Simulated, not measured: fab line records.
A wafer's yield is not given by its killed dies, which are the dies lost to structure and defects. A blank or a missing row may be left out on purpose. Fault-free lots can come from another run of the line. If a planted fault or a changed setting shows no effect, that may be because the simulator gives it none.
fab line records	flow nand-harc
[record] lots = 6	wafers = 18	last-day = 32
route steps=1302 shown A_STAIRCASE@879 A_SGD_CUT@890 END@1302
lots that met no fault: from a run of the same line without faults
start-h: hours from the record's opening day to when the first of the lot's shown wafers began	wait-h: how many hours have passed since the lot's step before this one	" the same as in the row above	L1.1+2: several wafers, shown together as one row	- value missing, or start not given	* or withheld: withheld	< > ~ a bound
route shown NAME@n: names a module that has steps shown in the file, with the first one's number in the route	usual: the fault-free wafers' mean and standard deviation	same: alike in all rows	chamber/n: place in a boat	sites: per-site readings	_std_site: the values' standard deviation	_edge_site: inner sites' mean taken away from outer sites' mean	radius-mm: for every site, how far away it sits from the centre of the wafer	mask NAME#n: copy n	behind: tool/chamber where the wafer was last shaped	hold: reason for holding the lot/hours on hold/outcome of the hold	device: the n, p or np transistor that did not switch	end of line: tests run on the same wafers once the route is complete	where a step has no rows: the recipe by itself	killed: not the wafer's yield, but the dies lost to structure and defects at the first sort	map: the dies of a wafer, with x for killed, . for not killed, _ for no die there
set.NAME: the setting as run; set.NAME@STEP: as run at that earlier step	model.NAME: the simulator's own value behind a step, which no gauge read
lots at some steps of the route; a table a step, a row a wafer
services: when a tool's chamber went out of use (start-h, in hours from the record's first day, below 0 if earlier), for how many hours, and the reason
[[steps]]
[step NHARC_A_STAIRCASE_SRD_154]
[step NHARC_A_STAIRCASE_ETCH_403]
[recipe] target-depth-a = 1082	chemistry = dHF	material = SiO2
[step NHARC_A_STAIRCASE_ETCHBACK_422]
[recipe] target-depth-a = 400	over-etch-frac = 0.3	time-s = 74.286	ion-energy-ev = 120	ch3f-flow-sccm = 50	o2-flow-sccm = 30	ar-flow-sccm = 200	rf-w = 500	bias-w = 100	chemistry = CH3F/O2
[usual] bias-w = 100.0/0.31	drypump-motor-current-A = 5.7/0.38	oes-product-au = 0.97/0.037	rf-fwd-power-W = 496.2/2.1	rf-vpp-V = 244.5/1.5	showerhead-plenum-p-Torr = 2.47/0.082	throttle-valve-pct = 20.663/0.0087
[same] over-etch-frac = 0.3
lot.wafer	tool	chamber	start-h	wait-h	bias-w	drypump-motor-current-A	oes-product-au	rf-fwd-power-W	rf-hours-counter-h	rf-vpp-V	showerhead-plenum-p-Torr	throttle-valve-pct
L987.2	rie-diel-05	2	463.84	0.1	99.9	5.7	1.02	494.7	15	247.8	2.63	20.668
L987.4	"	1	"	"	100.4	6.4	0.99	493.3	17	246.2	2.60	20.662
L987.6	"	3	"	"	100.0	5.5	0.98	496.1	-	244.6	2.43	20.666
L991.3	rie-diel-05	1	517.34	0.1	99.9	6.3	0.92	494.6	36	246.5	2.59	20.670
L991.6	"	0	"	"	100.1	5.6	0.93	492.9	-	242.0	2.36	20.659
L991.5	"	1	"	"	99.7	6.4	0.91	492.4	-	245.7	2.60	20.659
L998.4	rie-diel-06	0	565.45	0.1	100.3	6.1	0.95	497.4	22	244.2	2.46	20.679
L998.1	"	1	"	"	100.3	5.8	0.94	495.9	23	243.1	2.39	20.672
L998.2	"	2	"	"	100.0	5.3	0.91	498.2	23	245.2	2.49	20.653
L100.3	rie-diel-12	2	601.35	0.1	100.0	5.4	0.94	498.1	52	245.7	2.50	20.661
L100.4	"	0	"	"	99.9	6.0	0.93	498.6	54	245.4	2.44	20.656
L100.5	"	3	"	"	100.3	5.1	0.92	492.5	-	244.1	2.47	20.670
L103.3	rie-diel-06	0	631.82	1.8	99.2	6.1	1.02	498.8	43	243.4	2.45	20.654
L103.4	"	1	"	"	99.9	5.8	0.99	501.0	48	242.9	2.38	20.647
L103.5	"	0	"	"	99.8	6.1	1.02	497.7	-	244.8	2.45	20.652
L104.1	rie-diel-12	3	635.37	0.1	99.2	5.2	0.98	492.9	1	243.0	2.47	20.669
L104.2	"	1	"	"	99.9	6.3	1.00	496.6	1	244.1	2.43	20.657
L104.4	"	2	"	"	99.9	5.4	1.00	497.4	1	246.0	2.50	20.664
[step NHARC_A_STAIRCASE_ETCH_423]
[recipe] target-depth-a = 300	chemistry = dHF	material = SiO2
[step NHARC_A_STAIRCASE_ETCHBACK_157]
[recipe] target-depth-a = 900	over-etch-frac = 0.3	time-s = 167.14	ion-energy-ev = 120	ch3f-flow-sccm = 50	o2-flow-sccm = 30	ar-flow-sccm = 200	rf-w = 500	bias-w = 100	chemistry = CH3F/O2
[usual] bias-w = 100.0/0.31	drypump-motor-current-A = 5.7/0.39	oes-product-au = 0.98/0.033	rf-fwd-power-W = 498.1/1.6	rf-vpp-V = 244.7/1.4	showerhead-plenum-p-Torr = 2.47/0.075	throttle-valve-pct = 20.664/0.0092
[same] over-etch-frac = 0.3
lot.wafer	tool	chamber	start-h	wait-h	bias-w	drypump-motor-current-A	oes-product-au	rf-fwd-power-W	rf-hours-counter-h	rf-vpp-V	showerhead-plenum-p-Torr	throttle-valve-pct
L987.4	rie-diel-12	1	464.23	0.2	100.3	6.3	1.03	498.2	4	244.9	2.45	20.663
L987.2	"	0	"	"	100.1	6.0	0.99	498.4	4	243.6	2.46	20.674
L987.6	"	1	"	"	100.1	6.3	1.03	499.7	-	244.2	2.45	20.679
L991.3	rie-diel-12	0	517.73	0.2	99.7	6.0	0.99	496.5	27	245.4	2.45	20.669
L991.6	"	2	"	"	100.0	5.4	1.01	498.2	-	245.4	2.51	20.662
L991.5	"	3	"	"	99.2	5.1	1.00	498.6	-	244.4	2.48	20.670
L998.2	rie-diel-05	2	565.82	0.2	99.9	5.7	0.95	498.0	48	245.7	2.62	20.675
L998.1	"	3	"	"	100.2	5.6	0.93	497.8	56	243.6	2.41	20.661
L998.4	"	3	"	"	99.7	5.5	0.93	498.8	-	243.9	2.41	20.649
L100.3	rie-diel-12	0	601.70	0.2	100.2	6.0	0.96	496.0	54	243.3	2.44	20.662
L100.4	"	1	"	"	100.3	6.3	0.98	498.8	54	243.2	2.43	20.651
L100.5	"	0	"	"	100.2	6.0	0.97	497.4	-	246.4	2.44	20.643
L103.3	rie-diel-12	3	632.38	0.3	100.4	5.1	0.98	497.4	0	245.2	2.47	20.656
L103.4	"	0	"	"	99.9	5.9	0.99	501.0	0	244.3	2.44	20.663
L103.5	"	3	"	"	99.9	5.1	1.00	495.2	-	243.6	2.47	20.664
L104.1	rie-diel-05	1	635.73	0.1	99.9	6.4	1.00	496.7	16	246.4	2.58	20.660
L104.4	"	3	"	"	100.1	5.5	1.00	498.2	15	244.6	2.41	20.669
L104.2	"	0	"	"	100.0	5.7	0.98	501.5	5	243.8	2.36	20.665
[step NHARC_A_STAIRCASE_STRIP_475]
[recipe] time-s = 20	o2-flow-sccm = 500	ar-flow-sccm = 0	bias-w = 0	chemistry = O2
[usual] drypump-motor-current-A = 5.7/0.38	oes-product-au = 1.005/0.015	rf-vpp-V = 57.9/0.9	showerhead-plenum-p-Torr = 3.55/0.11	throttle-valve-pct = 17.036/0.0093
[same] bias-w = 0
lot.wafer	tool	chamber	start-h	wait-h	drypump-motor-current-A	oes-product-au	rf-hours-counter-h	rf-vpp-V	showerhead-plenum-p-Torr	throttle-valve-pct
L987.4	rie-diel-12	2	-	-	5.4	1.007	6	58.5	3.61	17.035
L987.2	"	3	"	"	5.2	1.005	6	58.7	3.57	17.043
L987.6	"	0	"	"	5.9	1.001	-	58.4	3.53	17.037
L991.3	rie-diel-12	2	-	-	5.4	1.013	24	58.4	3.61	17.057
L991.6	"	2	"	"	5.4	1.004	-	57.7	3.60	17.043
L991.5	"	3	"	"	5.1	1.003	-	60.0	3.56	17.019
L998.1	rie-diel-05	2	566.02	0.1	5.7	1.029	48	58.8	3.75	17.041
L998.2	"	3	"	"	5.6	1.008	56	58.7	3.47	17.056
L998.4	"	2	"	"	5.7	1.036	-	57.8	3.75	17.045
L100.4	rie-diel-12	2	-	-	5.4	1.008	53	57.4	3.59	17.043
L100.3	"	3	"	"	5.2	0.996	52	55.3	3.54	17.037
L100.5	"	1	"	"	6.3	1.019	-	57.2	3.49	17.037
L103.3	rie-diel-12	2	-	-	5.4	0.995	0	57.4	3.59	17.044
L103.4	"	0	"	"	6.0	0.991	0	56.4	3.50	17.020
L103.5	"	2	"	"	5.4	1.008	-	58.1	3.59	17.022
L104.4	rie-diel-05	0	-	-	5.6	0.984	5	57.5	3.38	17.025
L104.1	"	1	"	"	6.3	1.014	16	58.0	3.69	17.049
L104.2	"	2	"	"	5.7	1.000	15	59.3	3.74	17.028
[step NHARC_A_STAIRCASE_DEP_471]
[recipe] target-thk-a = 1000	temp-c = 400	pressure-torr = 6.5	rf-w = 900	teos-flow-sccm = 161.4	flow-sccm = 2650	target-thk-nm = 100	gas = O2	material = SiO2
[usual] chamber-pressure-Torr = 6.499/0.016	heater-power-outer-w = 313/63	heater-power-w = 586/71	rf-fwd-power-W = 896.4/2.9	throttle-valve-pct = 15.6/0.7
lot.wafer	tool	chamber	start-h	wait-h	chamber-pressure-Torr	heater-power-outer-w	heater-power-w	rf-fwd-power-W	since-wet-clean-h	throttle-valve-pct
L987.2	pecvd-04	1	464.75	-	6.489	364	602	890.5	1	14.3
L987.4	"	0	"	"	6.488	355	635	898.9	-	14.8
L987.6	"	1	"	"	6.491	362	605	887.8	-	14.6
L991.3	pecvd-01	2	518.01	-	6.506	400	731	895.9	13	16.0
L991.5	"	2	"	"	6.505	409	730	896.6	-	16.2
L991.6	"	0	"	"	6.510	215	508	897.6	-	16.3
L998.2	pecvd-03	2	566.12	-	6.492	302	585	894.9	6	15.2
L998.1	"	0	"	"	6.494	379	616	890.8	6	15.7
L998.4	"	0	"	"	6.456	389	606	887.5	-	15.8
L100.3	pecvd-04	2	602.01	-	6.511	324	557	894.4	139	15.5
L100.5	"	2	"	"	6.537	335	570	898.9	-	15.4
L100.4	"	0	"	"	6.513	280	536	894.0	-	15.1
L103.3	pecvd-03	0	632.69	-	6.517	317	511	895.2	73	15.8
L103.4	"	2	"	"	6.500	250	528	896.8	-	15.4
L103.5	"	0	"	"	6.496	311	513	891.0	-	15.8
L104.1	pecvd-01	1	636.01	-	6.472	302	584	899.6	131	15.0
L104.2	"	0	"	"	6.493	314	634	897.4	131	16.7
L104.4	"	1	"	"	6.509	309	591	899.1	-	15.4
[step NHARC_A_STAIRCASE_CMP_472]
[recipe] material = SiO2
[usual] motor-current-A = 12.0/1	slurry-flow-ml-min = 150.0/0.47
lot.wafer	tool	chamber	start-h	wait-h	motor-current-A	slurry-flow-ml-min
L987.2	cmp-01	0	464.97	0.2	12.7	149.5
L987.4	"	1	"	"	13.1	150.9
L987.6	"	0	"	"	13.0	150.1
L991.3	cmp-02	0	518.30	0.3	10.5	149.6
L991.6	"	2	"	"	10.8	150.5
L991.5	"	3	"	"	14.3	149.8
L998.2	cmp-03	1	566.40	0.2	11.4	150.5
L998.4	"	3	"	"	10.7	150.8
L998.1	"	0	"	"	12.8	150.5
L100.4	cmp-01	0	602.26	0.1	11.9	150.4
L100.3	"	3	"	"	12.0	149.5
L100.5	"	1	"	"	13.4	149.7
L103.3	cmp-03	1	632.96	0.2	11.3	150.2
L103.4	"	2	"	"	12.6	149.6
L103.5	"	0	"	"	12.7	149.7
L104.4	cmp-03	0	636.28	0.2	12.7	149.9
L104.2	"	1	"	"	11.1	150.5
L104.1	"	2	"	"	12.0	150.0
[step NHARC_A_STAIRCASE_SRD_474]
[step NHARC_A_STAIRCASE_INSPECT_155]
[usual] raw-defect-count = 465/150
lot.wafer	tool	chamber	start-h	wait-h	raw-defect-count
L987.2	defect-inspect-01	-	465.31	0.1	518
L987.4	"	-	"	"	533
L987.6	"	-	"	"	673
L991.3	defect-inspect-01	-	518.60	0.1	359
L991.5	"	-	"	"	354
L991.6	"	-	"	"	242
L998.1	defect-inspect-02	-	566.74	0.1	501
L998.2	"	-	"	"	688
L998.4	"	-	"	"	461
L100.3	defect-inspect-01	-	602.60	0.1	279
L100.4	"	-	"	"	645
L100.5	"	-	"	"	353
L103.3	defect-inspect-01	-	633.26	0.1	630
L103.4	"	-	"	"	460
L103.5	"	-	"	"	407
L104.1	defect-inspect-02	-	636.63	0.1	242
L104.2	"	-	"	"	294
L104.4	"	-	"	"	270
[step NHARC_A_SGD_CUT_DEP_00]
[recipe] target-thk-a = 500	temp-c = 400	target-thk-nm = 50	flow-sccm = 200	rf-w = 450	material = SiNx
[usual] heater-power-outer-w = 445/60	heater-power-w = 762/72	rf-fwd-power-W = 448.4/1.5
lot.wafer	tool	chamber	start-h	wait-h	heater-power-outer-w	heater-power-w	rf-fwd-power-W	since-wet-clean-h
L987.2	pecvd-01	2	465.44	0.1	447	800	446.9	141
L987.4	"	0	"	"	401	781	447.4	-
L987.6	"	1	"	"	446	761	448.5	-
L991.3	pecvd-02	0	518.70	0.1	475	830	447.8	97
L991.5	"	2	"	"	523	833	445.6	-
L991.6	"	1	"	"	470	798	448.3	-
L998.2	pecvd-01	2	566.81	0.1	454	779	376.1	62
L998.1	"	1	"	"	427	746	449.0	62
L998.4	"	2	"	"	439	801	376.4	-
L100.3	pecvd-01	2	602.72	0.1	540	900	377.7	97
L100.4	"	1	"	"	453	783	449.5	-
L100.5	"	2	"	"	519	917	378.3	-
L103.3	pecvd-02	0	633.35	0.1	416	746	448.7	31
L103.4	"	2	"	"	522	815	450.3	-
L103.5	"	1	"	"	400	686	448.0	-
L104.2	pecvd-03	2	636.72	0.1	414	738	448.9	77
L104.1	"	0	"	"	507	822	447.6	77
L104.4	"	0	"	"	413	644	448.9	-
[step NHARC_A_SGD_CUT_DEHYDRATE_01]
[recipe] temp-c = 150	time-s = 120
[step NHARC_END_SORT_01]
[recipe] temp-c = 25
[usual] killed-at-array = 54/20	killed-at-other = 0.7/0.94	killed-at-periphery = 3.8/2.7	killed-dies = 59/20	killed-open = 3.5/1.9	killed-short = 2.5/1.6
[same] gross-dies = 677
lot.wafer	tool	chamber	start-h	wait-h	killed-at-array	killed-at-other	killed-at-periphery	killed-dies	killed-open	killed-short
L987.2	prober-01	0	595.51	2.8	58	0	5	63	6	1
L987.4	prober-01	0	597.11	3.4	35	0	8	43	3	2
L987.6	prober-01	0	598.70	4.0	70	0	6	76	3	3
L991.3	prober-02	0	642.38	3.1	65	1	2	68	1	2
L991.5	prober-02	0	643.99	3.7	66	1	5	72	3	0
L991.6	prober-02	0	644.79	4.0	69	1	2	72	4	4
L998.1	prober-02	0	704.70	2.5	49	0	2	51	1	2
L998.2	prober-02	0	705.50	2.8	47	0	0	47	3	1
L998.4	prober-02	0	707.11	3.4	51	0	5	56	2	3
L100.3	prober-01	0	747.40	3.1	64	0	5	69	3	1
L100.4	prober-01	0	748.21	3.4	79	1	3	83	3	1
L100.5	prober-01	0	749.01	3.7	55	3	3	61	0	4
L103.3	prober-01	0	763.75	3.1	24	0	1	25	3	0
L103.4	prober-01	0	764.55	3.4	27	0	1	28	2	6
L103.5	prober-01	0	765.36	3.7	28	0	3	31	4	3
L104.1	prober-01	0	771.21	2.5	30	1	6	37	2	1
L104.2	prober-01	0	772.00	2.8	37	0	1	38	4	2
L104.4	prober-01	0	773.58	3.4	36	1	2	39	4	2
// killed by level:class
L987.2 A_CHANNEL_HOLE_D1:chamber-film-flake=22 A_CHANNEL_HOLE_D2:chamber-film-flake=19 A_SLIT:chamber-film-flake=3 A_CONTACT:chamber-film-flake=3 A_CHANNEL_FILL_D2:geometric-particle:open=2 P_CONTACT:chamber-film-flake=2 A_STAIRCASE:chamber-film-flake=2 A_CHANNEL_FILL_D1:chamber-film-flake=2
L987.4 A_CHANNEL_HOLE_D1:chamber-film-flake=13 A_CHANNEL_HOLE_D2:chamber-film-flake=13 P_CONTACT:chamber-film-flake=4 P_CONTACT:geometric-particle:open=2 A_CHANNEL_FILL_D1:chamber-film-flake=2 A_M0:chamber-film-flake=2 A_SOURCE_PLATE:geometric-particle:short=1 A_STAIRCASE:geometric-particle:short=1
L987.6 A_CHANNEL_HOLE_D2:chamber-film-flake=38 A_CHANNEL_HOLE_D1:chamber-film-flake=21 P_CONTACT:chamber-film-flake=3 A_ONON_D2:geometric-particle:short=2 A_CHANNEL_FILL_D1:chamber-film-flake=2 A_STAIRCASE:chamber-film-flake=2 P_CONTACT:geometric-particle:open=1 A_ONON_D1:geometric-particle:open=1
L991.3 A_SLIT:chamber-film-flake=34 A_CHANNEL_HOLE_D2:chamber-film-flake=13 A_CONTACT:chamber-film-flake=9 A_ZERO_WELL:chamber-film-flake=3 A_CHANNEL_HOLE_D1:chamber-film-flake=2 A_STAIRCASE:chamber-film-flake=2 P_M0:geometric-particle:open=1 A_ONON_D2:geometric-particle:short=1
L991.5 A_SLIT:chamber-film-flake=33 A_CHANNEL_HOLE_D2:chamber-film-flake=13 A_CONTACT:chamber-film-flake=7 A_CHANNEL_HOLE_D1:chamber-film-flake=5 P_GATE:chamber-film-flake=3 A_ZERO_WELL:chamber-film-flake=2 A_DECK1_JOINT:chamber-film-flake=2 A_STAIRCASE:chamber-film-flake=2
L991.6 A_SLIT:chamber-film-flake=36 A_CHANNEL_HOLE_D2:chamber-film-flake=13 A_CHANNEL_HOLE_D1:chamber-film-flake=6 A_M1:geometric-particle:open=3 A_CONTACT:chamber-film-flake=3 A_STAIRCASE:chamber-film-flake=2 A_ONON_D1:geometric-particle:short=1 A_CHANNEL_HOLE_D1:geometric-particle:short=1
L998.1 A_CHANNEL_HOLE_D2:chamber-film-flake=21 A_CHANNEL_HOLE_D1:chamber-film-flake=11 A_CONTACT:chamber-film-flake=5 A_STAIRCASE:chamber-film-flake=4 A_SLIT:chamber-film-flake=3 A_WL_FILL:chamber-film-flake=3 P_M2:geometric-particle:open=1 A_CHANNEL_FILL_D1:geometric-particle:short=1
L998.2 A_CHANNEL_HOLE_D2:chamber-film-flake=19 A_CHANNEL_HOLE_D1:chamber-film-flake=7 A_SLIT:chamber-film-flake=7 A_STAIRCASE:chamber-film-flake=6 A_CONTACT:chamber-film-flake=2 A_SOURCE_PLATE:geometric-particle:open=1 A_CHANNEL_FILL_D2:geometric-particle:open=1 A_SGD_CUT:geometric-particle:short=1
L998.4 A_CHANNEL_HOLE_D2:chamber-film-flake=22 A_CONTACT:chamber-film-flake=8 A_CHANNEL_HOLE_D1:chamber-film-flake=6 A_STAIRCASE:chamber-film-flake=5 P_GATE:chamber-film-flake=4 A_SLIT:chamber-film-flake=4 P_CONTACT:geometric-particle:open=1 A_ONON_D1:geometric-particle:short=1
L100.3 A_SLIT:chamber-film-flake=36 A_CHANNEL_HOLE_D1:chamber-film-flake=17 A_CONTACT:chamber-film-flake=5 P_M2:chamber-film-flake=4 P_CONTACT:geometric-particle:open=1 A_ONON_D1:geometric-particle:open=1 A_CHANNEL_FILL_D2:geometric-particle:open=1 A_CHANNEL_FILL_D2:geometric-particle:short=1
L100.4 A_CHANNEL_HOLE_D1:chamber-film-flake=36 A_SLIT:chamber-film-flake=35 A_ZERO_WELL:chamber-film-flake=3 P_M2:chamber-film-flake=2 P_M0:geometric-particle:open=1 A_SOURCE_PLATE:geometric-particle:open=1 A_SGD_CUT:geometric-particle:short=1 A_M0:geometric-particle:open=1
L100.5 A_SLIT:chamber-film-flake=32 A_CHANNEL_HOLE_D1:chamber-film-flake=15 A_CONTACT:chamber-film-flake=5 THIN_TSV:chamber-film-flake=3 A_SOURCE_PLATE:geometric-particle:short=2 P_M2:chamber-film-flake=2 P_M1:geometric-particle:short=1 A_CONTACT:geometric-particle:short=1
L103.3 A_CHANNEL_HOLE_D1:chamber-film-flake=8 A_SGD_CUT:chamber-film-flake=3 A_SLIT:chamber-film-flake=3 A_DECK1_JOINT:chamber-film-flake=2 A_STAIRCASE:chamber-film-flake=2 A_CONTACT:chamber-film-flake=2 P_STI:geometric-particle:open=1 A_CHANNEL_HOLE_D1:geometric-particle:open=1
L103.4 A_CHANNEL_HOLE_D1:chamber-film-flake=12 A_CONTACT:chamber-film-flake=3 A_STAIRCASE:chamber-film-flake=2 A_SLIT:chamber-film-flake=2 P_CONTACT:geometric-particle:short=1 A_CHANNEL_HOLE_D1:geometric-particle:short=1 A_CHANNEL_HOLE_D1:geometric-particle:open=1 A_CHANNEL_FILL_D2:geometric-particle:short=1
L103.5 A_CHANNEL_HOLE_D1:chamber-film-flake=14 A_SLIT:chamber-film-flake=6 P_M0:geometric-particle:open=2 A_CHANNEL_FILL_D1:geometric-particle:short=2 A_CHANNEL_HOLE_D1:geometric-particle:short=1 A_CHANNEL_HOLE_D2:geometric-particle:open=1 A_CONTACT:chamber-film-flake=1 A_M0:geometric-particle:open=1
L104.1 A_CHANNEL_HOLE_D1:chamber-film-flake=17 A_CONTACT:chamber-film-flake=5 P_ZERO_WELL:chamber-film-flake=2 P_GATE:chamber-film-flake=2 A_STAIRCASE:chamber-film-flake=2 A_SLIT:chamber-film-flake=2 A_WL_FILL:chamber-film-flake=2 P_GATE:geometric-particle:open=1
L104.2 A_CHANNEL_HOLE_D1:chamber-film-flake=18 A_SLIT:chamber-film-flake=6 A_WL_FILL:chamber-film-flake=3 A_STAIRCASE:chamber-film-flake=2 A_CONTACT:chamber-film-flake=2 P_M0:geometric-particle:open=1 A_ONON_D2:geometric-particle:short=1 A_CHANNEL_HOLE_D2:geometric-particle:open=1
L104.4 A_CHANNEL_HOLE_D1:chamber-film-flake=19 A_SLIT:chamber-film-flake=6 A_CHANNEL_HOLE_D2:chamber-film-flake=3 P_CONTACT:geometric-particle:open=1 P_M2:geometric-particle:open=1 A_CHANNEL_FILL_D1:geometric-particle:short=1 A_DECK1_JOINT:geometric-particle:short=1 A_DECK1_JOINT:geometric-particle:open=1
[[services]]
tool	chamber	start-h	hours	kind
rie-diel-12	-	446.24	9.0	pm
rie-diel-05	-	449.79	0.6	repair
pecvd-04	-	450.40	13.0	pm
cmp-03	-	456.06	4.0	pm
cmp-01	-	469.06	0.6	repair
rie-diel-05	0	470.51	4.5	repair
pecvd-02	-	480.12	1.7	repair
cmp-01	-	480.34	4.0	pm
pecvd-04	0	483.78	16.0	repair
rie-diel-06	-	485.02	9.0	pm
pecvd-01	-	492.31	13.0	pm
rie-diel-05	2	504.00	8.9	repair
pecvd-03	0	509.42	16.8	repair
pecvd-03	-	547.00	13.0	pm
cmp-03	-	554.06	4.0	pm
rie-diel-05	0	561.94	66.9	repair
cmp-01	-	578.34	4.0	pm
rie-diel-06	3	579.46	15.5	repair
cmp-03	-	580.76	0.3	repair
rie-diel-05	-	583.72	9.0	pm
pecvd-01	-	608.61	1.6	repair
pecvd-03	0	611.13	13.4	repair
cmp-03	-	621.33	0.8	repair
rie-diel-12	-	623.27	9.0	pm
[[key]]
[first-sign] step = NHARC_A_SGD_CUT_DEP_00	reading = rf-fwd-power-W	direction = down	sigmas = 49	usual = *	struck = *
effect none on later readings
met-at NHARC_A_SGD_CUT_DEP_00
struck-wafers L998.2,L998.4,L100.3,L100.5
tester-left-out L998,L100
onset-between 465.44 566.81
[fault] kind = process-parameter-drift	tool = pecvd-01	chamber = 2	onset-h = 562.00	steps = NHARC_A_SGD_CUT_DEP_00	channel = rf-w	offset = *	shape = step	end-h = 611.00	acts-in = *	stated = *
// tester-left-out: of these lots the tester's yield and bins aren't shown, on N5 and GAA mostly nor the transistor test; their killed dies are dies lost to structure and defects alone, not to doping, threshold or leakage, so they don't give the yield
